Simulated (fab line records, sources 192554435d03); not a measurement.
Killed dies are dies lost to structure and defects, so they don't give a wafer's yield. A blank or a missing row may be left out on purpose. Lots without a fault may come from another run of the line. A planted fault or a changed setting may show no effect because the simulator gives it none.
fab line records | flow n5_finfet
record lots=9 wafers=27 last_day=17
route steps=1938 shown BEOL_M4@1111 BEOL_M11@1558 PASSIVATION@1936
lots that met no fault: from a run of the same line without faults
start_h: hours from the record's first day to the start of the lot's first wafer shown | wait_h: hours since the lot's step before | " the same as in the row above | L1.1+2: a row that stands for several wafers | - no value, or no start given | * or withheld: withheld | < > ~ a bound
route shown NAME@n: a module of which the file shows steps, and the number in the route of the first | usual: mean/standard deviation of fault-free wafers | same: alike in all rows | chamber/n: place in a boat | sites: the reading at each site | _std_site: their standard deviation | _edge_site: outer sites' mean less inner sites' | radius_mm: how far each site lies from the wafer's centre | mask NAME#n: copy n | behind: the tool/chamber that last shaped the wafer | hold: why the lot was held/for how many hours/how that ended | device: the transistor (n, p or np) that didn't switch | end of line: the same wafers' tests at the end of the route | a step without rows: its recipe alone | killed: dies lost to structure and defects at the first sort, not the wafer's yield | map: a wafer's dies, x killed, . not, _ none there
set.NAME: the setting as run; set.NAME@STEP: as run at that earlier step | model.NAME: the simulator's own value behind a step, which no gauge read
steps of the route over a sample of lots; a table a step, a row a wafer
services: from which hour (start_h, from the record's first day; less than 0 if before it) a tool's chamber was out of use, for how many hours, and why
## steps
# step N5_BEOL_M4_RC_MEAS_101
# usual DIBL_N=36.0/2.2 DIBL_P=35.9/2.6 IOFF_N=0.16/0.038 IOFF_P=0.21/0.042 ION_N=675/15 ION_P=463/10 SS_N=71.5/0.62 SS_P=73.2/0.76 VT_N=250/4.1 VT_P=-251/3.6
# columns lot.wafer tool chamber start_h wait_h DIBL_N[mV/V] DIBL_P[mV/V] IOFF_N[nA/um] IOFF_P[nA/um] ION_N[uA/um] ION_P[uA/um] SS_N[mV/dec] SS_P[mV/dec] VT_N[mV] VT_P[mV]
L141.4 prober-01 0 211.21 0.5 43.9 43.5 0.29 0.34 693 471 72.5 75.3 245 -245
L141.5 " 0 " " 41.1 40.2 0.22 0.26 687 469 72.6 74.2 243 -247
L141.6 " 0 " " 37.2 35.3 0.14 0.19 684 467 71.3 73.0 252 -255
L143.1 prober-01 0 219.77 0.0 35.3 34.6 0.13 0.17 673 464 70.8 72.6 251 -255
L143.3 " 0 " " 37.6 36.8 0.16 0.20 662 450 71.5 74.0 252 -254
L143.5 " 0 " " 39.0 39.5 0.21 0.24 684 464 72.3 74.1 246 -252
L145.3 prober-01 0 227.78 0.3 32.1 32.0 0.11 0.13 679 457 70.8 71.7 251 -258
L145.4 " 0 " " 37.1 37.1 0.16 0.19 687 463 72.5 72.6 250 -254
L145.5 " 0 " " 35.9 37.0 0.15 0.20 676 453 71.3 72.6 247 -252
L147.2 prober-01 0 247.44 0.2 35.2 36.6 0.15 0.20 673 460 71.2 72.6 249 -249
L147.5 " 0 " " 34.9 34.8 0.14 0.18 681 466 71.4 72.5 250 -250
L147.6 " 0 " " 35.5 36.6 0.15 0.20 666 456 71.6 73.4 246 -254
L149.2 prober-02 0 247.47 0.2 36.8 35.6 0.16 0.23 677 467 70.6 73.3 249 -247
L149.4 " 0 " " 37.0 36.6 0.16 0.25 671 471 71.9 73.8 247 -248
L149.6 " 0 " " 36.8 36.4 0.16 0.24 685 473 71.2 72.4 250 -253
L154.2 prober-02 0 281.27 0.2 38.6 39.0 0.18 0.23 675 464 71.9 73.4 249 -250
L154.4 " 0 " " 39.9 42.4 0.22 0.29 696 482 72.1 73.9 245 -248
L154.5 " 0 " " 38.5 39.0 0.20 0.25 689 472 71.6 73.0 246 -250
L156.1 prober-02 0 290.17 0.0 35.9 36.9 0.17 0.28 684 476 71.5 74.2 249 -243
L156.4 " 0 " " 32.9 32.5 0.12 0.19 663 462 70.3 72.6 255 -249
L156.5 " 0 " " 33.8 31.9 0.12 0.18 656 454 70.8 72.2 252 -251
L155.1 prober-02 0 293.57 0.0 38.0 39.0 0.20 0.25 685 465 72.1 74.5 248 -251
L155.2 " 0 " " 34.9 35.5 0.15 0.19 689 469 71.6 73.0 250 -250
L155.4 " 0 " " 34.1 34.3 0.13 0.18 664 458 71.3 73.1 253 -254
L157.1 prober-01 0 306.25 0.0 37.4 40.0 0.21 0.26 678 458 71.8 74.5 242 -250
L157.2 " 0 " " 33.0 33.5 0.14 0.17 679 467 71.5 72.5 249 -254
L157.3 " 0 " " 37.6 40.5 0.22 0.25 692 470 72.9 74.6 244 -249
# step N5_BEOL_M11_STRIP_19
# recipe chemistry=O2 power_w=400 temp_c=40 pressure_mtorr=30 rf_frequency_hz=6e+07 bias_power_w=0 overash_fraction=0.2 o2_flow_sccm=225
# usual drypump_motor_current_A=5.7/0.54 oes_product_au=0.79/0.068 rf_vpp_V=3.7/0.59 showerhead_plenum_p_Torr=2.09/0.048 temp_c=39.99/0.12 throttle_valve_pct=16.65/0.25
# same bias_power_w=0
# columns lot.wafer tool chamber start_h wait_h drypump_motor_current_A oes_product_au rf_hours_counter_h rf_vpp_V showerhead_plenum_p_Torr temp_c throttle_valve_pct
L141.4 rie_diel-03 1 270.72 0.1 4.8 0.87 - 3.1 2.14 39.77 16.51
L141.5 " 0 " " 5.3 0.81 - 3.1 2.04 39.69 16.68
L141.6 " 3 " " 6.6 0.79 - 3.4 2.12 39.99 16.54
L143.1 rie_diel-03 1 279.43 0.2 4.8 0.85 47 3.8 2.14 40.14 16.51
L143.3 " 3 " " 6.6 0.79 119 4.3 2.12 40.09 16.56
L143.5 " 0 " " 5.3 0.80 - 4.3 2.04 39.89 16.69
L145.3 rie_diel-02 0 294.28 0.1 5.4 0.84 81 5.3 2.06 39.98 16.36
L145.4 " 1 " " 5.7 0.77 123 2.6 2.01 40.00 16.56
L145.5 " 3 " " 5.4 0.73 - 4.0 2.08 39.99 16.96
L147.2 rie_diel-02 3 306.51 0.1 5.4 0.73 199 3.9 2.08 39.83 16.96
L147.5 " 2 " " 6.5 0.68 - 5.0 2.11 40.11 17.08
L147.6 " 1 " " 5.7 0.76 - 3.9 2.01 40.05 16.58
L149.2 rie_diel-05 0 307.08 0.1 5.8 0.97 4 4.0 2.04 40.04 16.19
L149.4 " 1 " " 5.7 0.70 205 3.6 2.15 40.15 16.57
L149.6 " 0 " " 5.8 0.97 - 3.9 2.04 40.15 16.17
L156.1 rie_diel-03 0 344.86 0.2 5.3 0.79 133 3.3 2.03 40.08 16.73
L156.4 " 1 " " 4.7 0.83 68 3.4 2.13 40.12 16.55
L156.5 " 1 " " 4.8 0.83 - 3.2 2.13 39.97 16.55
L155.1 rie_diel-03 3 345.32 0.1 6.6 0.77 134 4.1 2.11 39.92 16.60
L155.2 " 1 " " 4.8 0.83 68 3.2 2.13 40.11 16.57
L155.4 " 2 " " 5.7 0.89 21 3.9 2.16 40.14 16.43
L154.2 rie_diel-05 0 347.62 0.2 5.9 0.93 17 4.2 2.03 40.11 16.21
L154.4 " 1 " " 5.6 0.70 218 3.3 2.15 40.02 16.59
L154.5 " 1 " " 5.6 0.70 - 3.7 2.15 40.06 16.59
L157.1 rie_diel-05 1 365.21 0.1 5.7 0.69 225 2.8 2.15 40.08 16.62
L157.2 " 0 " " 5.8 0.91 24 4.0 2.03 39.89 16.22
L157.3 " 3 " " 6.4 0.77 144 4.1 2.04 40.12 17.03
# step N5_BEOL_M11_CD_MEAS_18
# recipe pitch_nm=140 target_cd_nm=70
# usual cd_nm=70.1/0.84
# columns lot.wafer tool chamber start_h wait_h cd_nm
L141.4 cd_sem-03 - 270.78 0.0 70.4
L141.5 " - " " 70.6
L141.6 " - " " 71.2
L143.1 cd_sem-01 - 279.50 0.0 67.6
L143.3 " - " " 69.0
L143.5 " - " " 71.1
L145.3 cd_sem-03 - 294.35 0.1 70.3
L145.4 " - " " 70.4
L145.5 " - " " 69.4
L147.2 cd_sem-01 - 306.58 0.1 71.4
L147.5 " - " " 70.4
L147.6 " - " " 71.3
L149.2 cd_sem-03 - 307.15 0.1 70.3
L149.4 " - " " 70.1
L149.6 " - " " 70.1
L156.1 cd_sem-02 - 344.93 0.0 69.6
L156.4 " - " " 70.9
L156.5 " - " " 70.9
L155.1 cd_sem-02 - 345.39 0.0 71.3
L155.2 " - " " 70.2
L155.4 " - " " 69.3
L154.2 cd_sem-01 - 347.69 0.1 69.5
L154.4 " - " " 70.1
L154.5 " - " " 70.7
L157.1 cd_sem-01 - 365.28 0.0 69.9
L157.2 " - " " 69.8
L157.3 " - " " 69.9
# step N5_BEOL_M11_ETCH_66
# recipe chemistry=N2/H2 target=SOC target_depth_a=1200 overetch_a=240 mask_material=SiARC temp_c=40 time_s=180 ion_energy_ev=200 pressure_mtorr=30 source_w=840 bias_w=150 n2_flow_sccm=200 h2_flow_sccm=200
# usual bias_w=150.0/0.49 chamber_pressure_mTorr=29.999/0.029 drypump_motor_current_A=5.8/0.5 oes_product_au=0.63/0.051 rf_vpp_V=523.4/2 showerhead_plenum_p_Torr=2.52/0.056 temp_c=40.01/0.12 throttle_valve_pct=17.77/0.25
# columns lot.wafer tool chamber start_h wait_h bias_w chamber_pressure_mTorr drypump_motor_current_A oes_product_au rf_hours_counter_h rf_vpp_V showerhead_plenum_p_Torr temp_c throttle_valve_pct
L141.4 rie_diel-05 3 274.52 0.1 150.4 29.988 6.4 0.63 - 522.6 2.47 40.10 18.20
L141.5 " 1 " " 149.6 30.020 5.7 0.58 - 525.6 2.60 40.08 17.60
L141.6 " 2 " " 150.2 29.984 5.9 0.64 - 524.0 2.53 39.97 17.47
L143.1 rie_diel-03 0 280.07 0.0 150.0 29.971 5.3 0.65 109 522.7 2.46 40.08 17.84
L143.3 " 3 " " 150.6 29.980 6.6 0.63 119 524.7 2.56 39.88 17.72
L143.5 " 3 " " 150.3 29.977 6.7 0.63 - 523.1 2.56 39.97 17.70
L145.3 rie_diel-03 3 294.94 0.0 - - - - - - - - -
L145.4 " 1 " " - - - - - - - - -
L145.5 " 1 " " - - - - - - - - -
L147.2 rie_diel-05 1 308.24 0.0 - - - - - - - - -
L147.5 " 0 " " - - - - - - - - -
L147.6 " 1 " " - - - - - - - - -
L149.2 rie_diel-03 0 308.58 0.0 - - - - - - - - -
L149.4 " 3 " " - - - - - - - - -
L149.6 " 0 " " - - - - - - - - -
L155.1 rie_diel-05 1 345.92 0.0 150.4 30.018 5.7 0.56 217 526.4 2.59 39.98 17.64
L155.2 " 0 " " 150.2 29.950 5.9 0.73 16 522.8 2.49 40.02 17.55
L155.4 " 3 " " 150.0 30.003 6.4 0.62 136 522.2 2.46 40.13 18.23
L156.1 rie_diel-02 0 346.38 0.0 149.1 30.085 5.4 0.66 97 522.0 2.49 39.99 17.52
L156.4 " 2 " " 150.1 29.992 6.4 0.55 212 523.8 2.50 39.97 17.94
L156.5 " 0 " " 149.7 29.986 5.4 0.66 - 520.2 2.49 40.07 17.52
L154.2 rie_diel-05 3 349.07 0.0 150.7 30.010 6.4 0.62 137 521.0 2.46 40.21 18.25
L154.4 " 1 " " 149.4 29.980 5.7 0.56 - 525.9 2.59 40.08 17.66
L154.5 " 3 " " 150.4 30.024 6.4 0.62 - 519.7 2.46 40.08 18.24
L157.1 rie_diel-05 3 365.74 0.0 149.9 29.980 6.4 0.62 144 520.4 2.46 39.97 18.26
L157.2 " 0 " " 150.2 30.020 5.8 0.71 24 523.9 2.48 39.84 17.55
L157.3 " 1 " " 150.1 29.967 5.7 0.55 225 525.6 2.59 39.98 17.66
# step N5_BEOL_M11_VIA_ETCH_34
# recipe chemistry=C4F6/O2 target=SiCOH_lowk target_depth_a=1845 mask_material=SOC taper_deg=4 time_s=69.2 ion_energy_ev=250 pressure_mtorr=30 source_w=345 bias_w=185 Ar_flow_sccm=300 C4F6_flow_sccm=10 O2_flow_sccm=10
# usual C4F6_flow_sccm=10.00/0.03 O2_flow_sccm=10.00/0.032 drypump_motor_current_A=5.8/0.5 oes_product_au=0.78/0.071 rf_vpp_V=668/15 showerhead_plenum_p_Torr=2.82/0.057 throttle_valve_pct=20.80/0.22
# columns lot.wafer tool chamber start_h wait_h C4F6_flow_sccm O2_flow_sccm drypump_motor_current_A oes_product_au rf_hours_counter_h rf_vpp_V showerhead_plenum_p_Torr throttle_valve_pct
L141.4 rie_diel-05 3 274.61 0.0 9.99 10.07 6.4 0.79 - 668 2.78 21.25
L141.5 " 1 " " 10.02 9.94 5.7 0.71 - 649 2.91 20.65
L141.6 " 2 " " 9.98 10.01 5.9 0.78 - 645 2.85 20.65
L143.1 rie_diel-03 0 280.20 0.0 10.01 9.98 5.3 0.81 109 685 2.76 20.91
L143.3 " 3 " " 10.01 10.02 6.6 0.79 119 656 2.83 20.57
L143.5 " 3 " " 9.99 10.06 6.6 0.79 - 656 2.83 20.58
L145.3 rie_diel-03 3 295.07 0.0 9.99 9.97 6.6 0.29 124 656 2.83 20.41
L145.4 " 1 " " 10.01 10.06 4.8 0.32 53 686 2.89 20.57
L145.5 " 1 " " 9.98 10.02 4.8 0.32 - 685 2.89 20.56
L147.2 rie_diel-05 1 308.37 0.0 10.02 9.96 5.7 0.27 206 650 2.90 20.51
L147.5 " 0 " " 10.04 10.00 5.8 0.35 - 680 2.80 20.37
L147.6 " 1 " " 10.00 9.96 5.7 0.27 - 650 2.90 20.51
L149.2 rie_diel-03 0 308.70 0.0 9.98 10.01 5.3 0.29 119 683 2.75 20.75
L149.4 " 3 " " 10.01 10.02 6.7 0.29 128 658 2.83 20.41
L149.6 " 0 " " 9.99 10.03 5.3 0.30 - 685 2.75 20.74
L155.1 rie_diel-05 1 346.04 0.0 9.96 9.99 5.6 0.69 217 647 2.90 20.68
L155.2 " 0 " " 9.96 10.09 5.8 0.91 16 679 2.79 20.59
L155.4 " 3 " " 9.99 9.98 6.4 0.77 136 666 2.77 21.28
L156.1 rie_diel-02 0 346.51 0.0 10.01 10.04 5.4 0.83 97 688 2.78 20.53
L156.4 " 2 " " 9.96 10.01 6.4 0.67 212 667 2.82 21.08
L156.5 " 0 " " 10.02 9.98 5.4 0.84 - 688 2.78 20.53
L154.2 rie_diel-05 3 349.19 0.0 10.02 9.97 6.4 0.77 137 667 2.77 21.31
L154.4 " 1 " " 9.96 9.98 5.6 0.68 - 649 2.90 20.69
L154.5 " 3 " " 9.98 10.01 6.4 0.77 - 665 2.77 21.27
L157.1 rie_diel-05 3 365.86 0.0 10.00 10.03 6.4 0.77 144 666 2.77 21.29
L157.2 " 0 " " 10.02 10.03 5.9 0.89 24 679 2.79 20.59
L157.3 " 1 " " 10.02 9.98 5.7 0.69 225 650 2.90 20.71
# step N5_PASSIVATION_PROBE_49
# usual defect_limited_yield=91.4/1.6 killed_at_M0_to_M3=35/10 killed_at_M4_up=12/4.7 killed_at_contacts=12/5.8 killed_at_front_end=38/12 killed_at_other=4/3.2 killed_dies=102/18 killed_on_rim=13/4.2 killed_open=68/14 killed_short=32/8 sort_bin_4_leakage=0.00/0.043 sort_bin_5_function=5.1/0.96 sort_bin_6_memory=3.2/0.77 sort_n_pass=1078/20 sort_yield_pct=91.3/1.7
# same gross_dies=1180 killed_at_back_side=0 sort_bin_8_speed[%]=0
# columns lot.wafer tool chamber start_h wait_h defect_limited_yield[%] killed_at_M0_to_M3 killed_at_M4_up killed_at_contacts killed_at_front_end killed_at_other killed_dies killed_on_rim killed_open killed_short sort_bin_4_leakage[%] sort_bin_5_function[%] sort_bin_6_memory[%] sort_n_pass sort_yield_pct[%]
L141.4 prober-02 - 319.83 0.2 91.9 45 9 11 28 2 95 12 57 37 0.51 4.5 3.3 1079 91.4
L141.5 prober-02 - 319.88 0.2 92.5 47 6 10 24 1 88 11 60 27 0 4.7 2.7 1092 92.5
L141.6 prober-02 - 319.93 0.3 92.9 30 7 7 35 5 84 13 52 22 0 4.1 2.1 1096 92.9
L143.1 prober-02 - 325.59 0.0 92.1 39 19 9 20 6 93 16 65 28 0 4.7 2.9 1087 92.1
L143.3 prober-02 - 325.69 0.1 90.3 47 9 4 53 1 114 18 74 32 0 5.3 3.5 1066 90.3
L143.5 prober-02 - 325.79 0.2 93.6 25 8 4 35 3 75 9 47 28 0 3.5 2.8 1105 93.6
L145.3 prober-02 - 337.05 0.1 0 36 1104 5 31 4 1180 152 48 36 0 97.9 1.9 0 0
L145.4 prober-02 - 337.10 0.2 0 40 1092 6 39 3 1180 152 70 34 0 95.5 4.1 0 0
L145.5 prober-02 - 337.15 0.2 0 31 1103 10 34 2 1180 152 57 33 0 96.7 3.1 0 0
L147.2 prober-02 - 358.40 0.1 0 56 1088 9 21 6 1180 152 70 34 0 95.9 3.4 0 0
L147.5 prober-02 - 358.55 0.2 0 37 1091 13 35 4 1180 152 80 31 0 97.4 2.5 0 0
L147.6 prober-02 - 358.60 0.3 0 34 1075 14 52 5 1180 152 76 44 0 96.1 3.7 0 0
L149.2 prober-02 - 359.63 1.0 0 26 1106 10 38 0 1180 152 56 28 0 97.8 1.9 0 0
L149.4 prober-02 - 359.73 1.1 0 33 1073 25 45 4 1180 152 91 34 0 94.8 4.7 0 0
L149.6 prober-02 - 359.83 1.2 0 44 1070 13 52 1 1180 152 78 44 0 95.2 4.4 0 0
L156.1 prober-02 - 390.75 0.4 91.0 41 14 17 33 1 106 12 72 33 0 5.3 3.1 1074 91.0
L156.4 prober-02 - 390.90 0.5 89.3 46 9 22 40 9 126 20 74 52 0 5.9 4.2 1054 89.3
L156.5 prober-02 - 390.95 0.6 89.7 58 11 13 37 3 122 14 75 45 0 5.8 4.1 1058 89.7
L154.2 prober-02 - 391.10 0.7 90.7 36 16 9 44 5 110 12 67 42 0 5.9 3.2 1070 90.7
L154.4 prober-02 - 391.20 0.8 91.5 31 13 13 36 7 100 10 62 37 0 4.9 3.1 1080 91.5
L154.5 prober-02 - 391.25 0.8 93.3 16 17 9 31 6 79 15 48 31 0 3.6 2.7 1101 93.3
L155.1 prober-01 - 394.30 0.0 93.0 18 8 10 35 12 83 17 52 31 0 4.4 2.5 1097 93.0
L155.2 prober-01 - 394.35 0.1 91.6 23 5 4 61 6 99 13 64 35 0 4.4 3.6 1081 91.6
L155.4 prober-01 - 394.45 0.2 90.4 30 12 11 52 8 113 14 79 34 0 6.4 3.1 1067 90.4
L157.1 prober-01 - 408.40 0.0 93.4 20 10 13 29 6 78 11 44 30 0 4.1 2.1 1102 93.4
L157.2 prober-01 - 408.45 0.1 94.0 16 11 15 23 6 71 10 42 29 0 3.4 2.1 1109 94.0
L157.3 prober-01 - 408.50 0.1 93.9 18 11 5 38 0 72 8 50 22 0 3.1 2.9 1108 93.9
# killed by level:class
L141.4 FIN_SAQP:geometric_particle:short=13 MOL_CONTACT_COAG:geometric_particle:open=9 BEOL_M0_SAQP:geometric_particle:open=8 BEOL_M2:geometric_particle:open=8 BEOL_M3:geometric_particle:open=7 BEOL_M0_SAQP:geometric_particle:short=6 BEOL_M1:geometric_particle:open=6 BEOL_M4:geometric_particle:open=5
L141.5 BEOL_M0_SAQP:geometric_particle:open=15 BEOL_M0_SAQP:geometric_particle:short=10 BEOL_M3:geometric_particle:open=7 STI_FIN_REVEAL:geometric_particle:open=6 MOL_CONTACT_COAG:geometric_particle:open=6 BEOL_M0:geometric_particle:open=6 BEOL_M2:geometric_particle:open=5 MOL_CONTACT_COAG:geometric_particle:short=4
L141.6 BEOL_M0_SAQP:geometric_particle:open=9 HKMG_FIN:area_etch=9 MOL_CONTACT_COAG:geometric_particle:open=7 BEOL_M3:geometric_particle:open=7 DUMMY_GATE:geometric_particle:open=6 STI_FIN_REVEAL:geometric_particle:open=4 BEOL_M2:geometric_particle:open=4 FIN_SAQP:geometric_particle:short=3
L143.1 BEOL_M3:geometric_particle:open=15 BEOL_M4:geometric_particle:open=14 MOL_CONTACT_COAG:geometric_particle:open=7 BEOL_M0_SAQP:geometric_particle:open=7 BEOL_M1:geometric_particle:short=5 STARTING-WAFER:geometric_particle:short=5 FIN_SAQP:geometric_particle:open=4 BEOL_M0_SAQP:geometric_particle:short=4
L143.3 STI_FIN_REVEAL:geometric_particle:open=22 BEOL_M2:geometric_particle:open=10 BEOL_M0_SAQP:geometric_particle:open=9 BEOL_M0_SAQP:geometric_particle:short=8 BEOL_M3:geometric_particle:open=8 HKMG_FIN:area_etch=7 FIN_SAQP:geometric_particle:short=5 FIN_SAQP:geometric_particle:open=5
L143.5 BEOL_M0_SAQP:geometric_particle:open=10 FIN_SAQP:geometric_particle:open=8 FIN_SAQP:geometric_particle:short=7 STI_FIN_REVEAL:geometric_particle:open=7 BEOL_M0_SAQP:geometric_particle:short=6 MOL_CONTACT_COAG:geometric_particle:open=4 BEOL_M3:geometric_particle:open=4 GATE_CUT:geometric_particle:short=3
L145.3 BEOL_M11:area_etch=1094 BEOL_M0_SAQP:geometric_particle:short=11 BEOL_M1:geometric_particle:open=8 BEOL_M0_SAQP:geometric_particle:open=8 FIN_SAQP:geometric_particle:short=4 DUMMY_GATE:geometric_particle:open=4 GATE_CUT:geometric_particle:short=4 MOL_CONTACT_COAG:geometric_particle:open=4
L145.4 BEOL_M11:area_etch=1075 BEOL_M0_SAQP:geometric_particle:open=12 BEOL_M4:geometric_particle:open=11 BEOL_M1:geometric_particle:open=9 DUMMY_GATE:geometric_particle:open=6 BEOL_M0_SAQP:geometric_particle:short=6 BEOL_M3:geometric_particle:open=6 FIN_SAQP:geometric_particle:short=5
L145.5 BEOL_M11:area_etch=1090 FIN_SAQP:geometric_particle:short=14 BEOL_M1:geometric_particle:open=11 BEOL_M4:geometric_particle:open=8 FIN_SAQP:geometric_particle:open=6 MOL_CONTACT_COAG:geometric_particle:open=6 BEOL_M0_SAQP:geometric_particle:open=6 BEOL_M2:geometric_particle:short=5
L147.2 BEOL_M11:area_etch=1073 BEOL_M2:geometric_particle:open=16 MOL_CONTACT_COAG:geometric_particle:open=8 BEOL_M3:geometric_particle:short=8 BEOL_M0_SAQP:geometric_particle:open=7 BEOL_M3:geometric_particle:open=7 BEOL_M4:geometric_particle:open=7 STI_FIN_REVEAL:geometric_particle:open=6
L147.5 BEOL_M11:area_etch=1068 MOL_CONTACT_COAG:geometric_particle:open=12 BEOL_M4:geometric_particle:open=11 STI_FIN_REVEAL:geometric_particle:open=10 BEOL_M0_SAQP:geometric_particle:open=10 BEOL_M2:geometric_particle:open=9 FIN_SAQP:geometric_particle:open=6 FIN_SAQP:geometric_particle:short=5
L147.6 BEOL_M11:area_etch=1060 FIN_SAQP:geometric_particle:open=20 MOL_CONTACT_COAG:geometric_particle:open=13 FIN_SAQP:geometric_particle:short=11 BEOL_M0_SAQP:geometric_particle:short=9 BEOL_M2:geometric_particle:open=7 BEOL_M4:geometric_particle:open=6 BEOL_M0_SAQP:geometric_particle:open=5
L149.2 BEOL_M11:area_etch=1096 STI_FIN_REVEAL:geometric_particle:open=10 MOL_CONTACT_COAG:geometric_particle:open=9 BEOL_M0_SAQP:geometric_particle:short=9 FIN_SAQP:geometric_particle:open=8 GATE_CUT:geometric_particle:short=5 GATE_CUT:geometric_particle:open=5 BEOL_M0_SAQP:geometric_particle:open=5
L149.4 BEOL_M11:area_etch=1055 MOL_CONTACT_COAG:geometric_particle:open=21 FIN_SAQP:geometric_particle:open=14 BEOL_M2:geometric_particle:open=13 STI_FIN_REVEAL:geometric_particle:open=8 FIN_SAQP:geometric_particle:short=7 BEOL_M4:geometric_particle:open=6 BEOL_M1:geometric_particle:open=5
L149.6 BEOL_M11:area_etch=1058 FIN_SAQP:geometric_particle:open=16 BEOL_M0_SAQP:geometric_particle:short=16 MOL_CONTACT_COAG:geometric_particle:open=10 FIN_SAQP:geometric_particle:short=9 BEOL_M3:geometric_particle:open=9 BEOL_M1:geometric_particle:open=8 BEOL_M2:geometric_particle:open=7
L156.1 MOL_CONTACT_COAG:geometric_particle:open=14 BEOL_M0_SAQP:geometric_particle:short=13 FIN_SAQP:geometric_particle:open=10 BEOL_M3:geometric_particle:open=7 GATE_CUT:geometric_particle:short=6 BEOL_M0_SAQP:geometric_particle:open=6 BEOL_M2:geometric_particle:open=6 FIN_SAQP:geometric_particle:short=5
L156.4 MOL_CONTACT_COAG:geometric_particle:open=17 BEOL_M3:geometric_particle:open=12 GATE_CUT:geometric_particle:short=11 FIN_SAQP:geometric_particle:short=10 BEOL_M0_SAQP:geometric_particle:short=9 BEOL_M0_SAQP:geometric_particle:open=7 BEOL_M1:geometric_particle:open=6 MOL_CONTACT_COAG:geometric_particle:short=5
L156.5 FIN_SAQP:geometric_particle:short=11 BEOL_M0_SAQP:geometric_particle:open=11 BEOL_M0_SAQP:geometric_particle:short=10 BEOL_M1:geometric_particle:open=9 BEOL_M2:geometric_particle:open=9 MOL_CONTACT_COAG:geometric_particle:open=8 GATE_CUT:geometric_particle:short=6 BEOL_M3:geometric_particle:open=6
L154.2 STI_FIN_REVEAL:geometric_particle:open=13 BEOL_M0_SAQP:geometric_particle:short=11 MOL_CONTACT_COAG:geometric_particle:open=9 BEOL_M3:geometric_particle:open=9 BEOL_M0_SAQP:geometric_particle:open=7 STARTING-WAFER:geometric_particle:short=7 FIN_SAQP:geometric_particle:open=5 BEOL_M4:geometric_particle:open=5
L154.4 MOL_CONTACT_COAG:geometric_particle:open=10 BEOL_M1:geometric_particle:open=8 BEOL_M3:geometric_particle:open=8 FIN_SAQP:geometric_particle:open=6 GATE_CUT:geometric_particle:short=5 BEOL_M1:geometric_particle:short=5 DUMMY_GATE:geometric_particle:open=4 BEOL_M0_SAQP:geometric_particle:open=4
L154.5 FIN_SAQP:geometric_particle:short=5 MOL_CONTACT_COAG:geometric_particle:short=5 BEOL_M0_SAQP:geometric_particle:short=5 BEOL_M1:geometric_particle:open=5 FIN_SAQP:geometric_particle:open=4 STI_FIN_REVEAL:geometric_particle:open=4 MOL_CONTACT_COAG:geometric_particle:open=4 BEOL_M7:geometric_particle:open=4
L155.1 STI_FIN_REVEAL:geometric_particle:open=15 MIM_TOP:geometric_particle:short=8 FIN_SAQP:geometric_particle:short=6 MOL_CONTACT_COAG:geometric_particle:short=5 DUMMY_GATE:geometric_particle:open=5 MOL_CONTACT_COAG:geometric_particle:open=5 BEOL_M2:geometric_particle:open=5 BEOL_M4:geometric_particle:open=5
L155.2 STI_FIN_REVEAL:geometric_particle:open=17 DUMMY_GATE:geometric_particle:open=9 BEOL_M3:geometric_particle:open=8 FIN_SAQP:geometric_particle:open=7 FIN_SAQP:geometric_particle:short=6 MIM_TOP:geometric_particle:open=5 STARTING-WAFER:geometric_particle:short=5 STARTING-WAFER:geometric_particle:open=5
L155.4 STI_FIN_REVEAL:geometric_particle:open=16 BEOL_M2:geometric_particle:open=10 MOL_CONTACT_COAG:geometric_particle:open=9 DUMMY_GATE:geometric_particle:open=8 FIN_SAQP:geometric_particle:short=6 BEOL_M3:geometric_particle:open=6 FIN_SAQP:geometric_particle:open=5 BEOL_M4:geometric_particle:open=5
L157.1 MOL_CONTACT_COAG:geometric_particle:open=10 BEOL_M3:geometric_particle:open=8 FIN_SAQP:geometric_particle:short=7 STI_FIN_REVEAL:geometric_particle:open=7 BEOL_M0_SAQP:geometric_particle:short=6 HKMG_FIN:area_etch=4 MOL_CONTACT_COAG:geometric_particle:short=3 BEOL_M4:geometric_particle:open=3
L157.2 MOL_CONTACT_COAG:geometric_particle:open=11 FIN_SAQP:geometric_particle:short=8 BEOL_M4:geometric_particle:open=7 BEOL_M2:geometric_particle:short=5 MOL_CONTACT_COAG:geometric_particle:short=4 FIN_SAQP:geometric_particle:open=3 STI_FIN_REVEAL:geometric_particle:open=3 BEOL_M3:geometric_particle:open=3
L157.3 FIN_SAQP:geometric_particle:open=10 STI_FIN_REVEAL:geometric_particle:open=7 FIN_SAQP:geometric_particle:short=6 BEOL_M2:geometric_particle:open=6 MOL_CONTACT_COAG:geometric_particle:open=5 STARTING-WAFER:geometric_particle:short=4 BEOL_M3:geometric_particle:open=4 STARTING-WAFER:geometric_particle:open=4
## services
# columns tool chamber start_h hours kind
rie_diel-02 - 249.58 2.8 pm
rie_diel-03 2 261.75 - clean
rie_diel-03 2 261.75 - consumable_replace:focus_ring
rie_diel-03 2 261.75 24.2 scheduled_down
rie_diel-03 2 261.75 24.2 vent_cycle
rie_diel-05 0 269.66 - clean
rie_diel-05 0 269.66 - consumable_replace:focus_ring
rie_diel-05 0 269.66 24.8 scheduled_down
rie_diel-05 0 269.66 24.8 vent_cycle
rie_diel-05 2 348.81 20.3 repair
## key
first_sign step=N5_BEOL_M11_ETCH_66 reading=tool_record direction=missing
effect step=N5_BEOL_M11_VIA_ETCH_34 reading=oes_product_au direction=down sigmas=6.8 usual=0.78 struck=0.30
effect step=N5_PASSIVATION_PROBE_49 reading=killed_at_M4_up direction=up sigmas=99+ usual=12 struck=1089
more_kills_born_at N5_BEOL_M11_ETCH_66@rie_diel-03=6468 N5_BEOL_M11_ETCH_66@rie_diel-05=3201
met_at N5_BEOL_M11_ETCH_66
struck_lots L145,L147,L149
later_rows_left_out L145.3,L145.4,L145.5,L147.2,L147.5,L147.6,L149.2,L149.4,L149.6
not_acting_at N5_BEOL_M11_STRIP_19,N5_BEOL_M11_CD_MEAS_18
onset_between 280.07 294.94
fault kind=skipped_step_whole tool=rie_diel-03,rie_diel-05 chamber=- onset_h=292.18 steps=N5_BEOL_M11_ETCH_66 scope=struck_lots_only
# later_rows_left_out: the simulator's readings of these wafers behind a module that went badly wrong aren't trusted and aren't shown, but for the sort
